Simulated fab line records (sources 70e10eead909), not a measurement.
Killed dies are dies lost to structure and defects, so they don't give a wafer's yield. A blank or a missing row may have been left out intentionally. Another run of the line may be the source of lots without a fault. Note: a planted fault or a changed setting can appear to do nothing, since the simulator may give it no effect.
Matching of chambers ; flow nand-harc ; ald-hk-01 running NHARC_A_CHANNEL_FILL_D1_ALD_14: 4 sister chambers
The step deposits SiO2, target thk 2.5 nm, pulse time 10 s, ald cycles 25. 20 wafers are shown with their chamber, then 10 later ones without.

== WAFERS WITH THEIR CHAMBER ==
wafer;chamber;heater-power-w (W);precursor-pulse-height-rel
L074.1;2;511;0.991
L074.5;0;464;1.000
L074.6;1;443;0.998
L076.1;2;502;0.994
L076.2;3;548;0.982
L076.4;1;445;1.007
L077.3;1;441;1.048
L077.4;0;457;0.993
L077.5;1;434;0.988
L079.1;3;551;0.971
L079.2;1;434;1.002
L079.3;0;463;1.022
L083.2;0;465;1.010
L083.3;3;544;0.998
L083.6;0;459;0.992
L086.2;1;439;0.992
L086.5;2;496;0.958
L086.6;1;438;0.971
L089.1;0;454;1.003
L089.4;2;511;1.032

SIGNATURES, as means of the wafers listed above
reading;chamber 0;chamber 1;chamber 2;chamber 3;scatter within a chamber
heater-power-w;460.33;439.14;505.00;547.67;4.93
precursor-pulse-height-rel;1.00333;1.00086;0.99375;0.98367;0.0212
Rule: distance of a wafer from a chamber = root of the sum over the readings of ((wafer's reading minus chamber's mean) / reading's scatter) squared. The wafer belongs to the nearest chamber; if the next one is less than 2 further off, it can't be placed. The scatter: take each reading less its chamber's mean, square it, sum over the shown wafers, divide by the number of wafers less the number of chambers, and take the root.

== WAFERS WHOSE CHAMBER IS MISSING ==
wafer;heater-power-w (W);precursor-pulse-height-rel
L089.5;448;1.020
L094.1;464;0.990
L094.2;522;1.005
L094.5;443;1.048
L096.2;427;0.988
L096.3;502;1.000
L096.4;461;0.993
L097.2;510;0.991
L097.3;465;1.052
L097.6;440;1.027

== WHICH CHAMBER EACH WENT THROUGH ==
wafer;from the rows above;in truth
L089.5;can't be placed: 1 or 0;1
L094.1;0;0
L094.2;can't be placed: 2 or 3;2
L094.5;can't be placed: 1 or 0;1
L096.2;1;1
L096.3;2;2
L096.4;0;0
L097.2;2;2
L097.3;0;0
L097.6;1;1
7 of 10 placed correctly. Not placeable from these rows: 3 (in 3, the candidates include the true chamber). 0 placed wrongly.
